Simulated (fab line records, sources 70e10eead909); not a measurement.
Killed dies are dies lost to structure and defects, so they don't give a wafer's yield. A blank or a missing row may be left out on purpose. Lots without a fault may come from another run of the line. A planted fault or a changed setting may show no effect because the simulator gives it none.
Chamber matching | flow nand_harc | NHARC_P_GATE_STRIP_108 on rie_diel-09: 4 sister chambers
The step strips in O2. 4 wafers are shown with their chamber, then 8 later ones without.

WAFERS WITH THEIR CHAMBER
wafer  | chamber | showerhead_plenum_p_Torr (Torr)
L278.5 | 3       | 3.48
L285.4 | 2       | 3.66
L285.6 | 1       | 3.43
L286.1 | 0       | 3.65

WAFERS WITHOUT THEIR CHAMBER
wafer  | showerhead_plenum_p_Torr (Torr)
L286.3 | 3.66
L286.6 | 3.48
L292.1 | 3.47
L292.4 | 3.65
L292.6 | 3.42
L291.1 | 3.65
L291.2 | 3.42
L291.4 | 3.66

WHICH CHAMBER EACH WENT THROUGH
wafer  | from the rows above     | in truth
L286.3 | can't be placed: 2 or 0 | 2
L286.6 | 3                       | 3
L292.1 | 3                       | 3
L292.4 | can't be placed: 0 or 2 | 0
L292.6 | 1                       | 1
L291.1 | can't be placed: 0 or 2 | 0
L291.2 | 1                       | 1
L291.4 | can't be placed: 2 or 0 | 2
Placed correctly: 4 of 8. Can't be placed from these rows: 4 (the true chamber is among the candidates in 4). Placed wrongly: 0.
How it was worked out, from the rows above alone: a wafer's distance from a chamber is the root of the sum, over the readings, of the square of ((its reading less the chamber's mean) divided by the reading's scatter). The wafer belongs to the nearest chamber; if the next one is less than 2 further off, it can't be placed. A chamber's mean is the mean of its shown wafers. The scatter: with one shown wafer a chamber, the root of the mean of the squares of how far each hidden wafer lies from its nearest shown one.
